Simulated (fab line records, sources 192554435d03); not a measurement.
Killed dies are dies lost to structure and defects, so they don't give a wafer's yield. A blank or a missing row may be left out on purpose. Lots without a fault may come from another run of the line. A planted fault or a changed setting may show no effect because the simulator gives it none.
Chamber matching | flow n5_finfet | N5_BEOL_M4_VIA_ETCH_34 on rie_diel-04: 4 sister chambers
The step etches the open film in C4F6/O2, target depth 69.4 nm, time 65.9 s. 4 wafers are shown with their chamber, then 8 later ones without.

WAFERS WITH THEIR CHAMBER
wafer  | chamber | rf_vpp_V (V)
L082.2 | 1       | 669
L088.3 | 3       | 673
L088.4 | 0       | 648
L093.1 | 2       | 687

WAFERS WITHOUT THEIR CHAMBER
wafer  | rf_vpp_V (V)
L093.2 | 670
L093.5 | 684
L095.1 | 648
L095.3 | 686
L095.5 | 687
L097.2 | 648
L097.4 | 687
L097.6 | 685

WHICH CHAMBER EACH WENT THROUGH
wafer  | from the rows above     | in truth
L093.2 | can't be placed: 1 or 3 | 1
L093.5 | 2                       | 2
L095.1 | 0                       | 0
L095.3 | 2                       | 2
L095.5 | 2                       | 2
L097.2 | 0                       | 0
L097.4 | 2                       | 2
L097.6 | 2                       | 2
Placed correctly: 7 of 8. Can't be placed from these rows: 1 (the true chamber is among the candidates in 1). Placed wrongly: 0.
How it was worked out, from the rows above alone: a wafer's distance from a chamber is the root of the sum, over the readings, of the square of ((its reading less the chamber's mean) divided by the reading's scatter). The wafer belongs to the nearest chamber; if the next one is less than 2 further off, it can't be placed. A chamber's mean is the mean of its shown wafers. The scatter: with one shown wafer a chamber, the root of the mean of the squares of how far each hidden wafer lies from its nearest shown one.
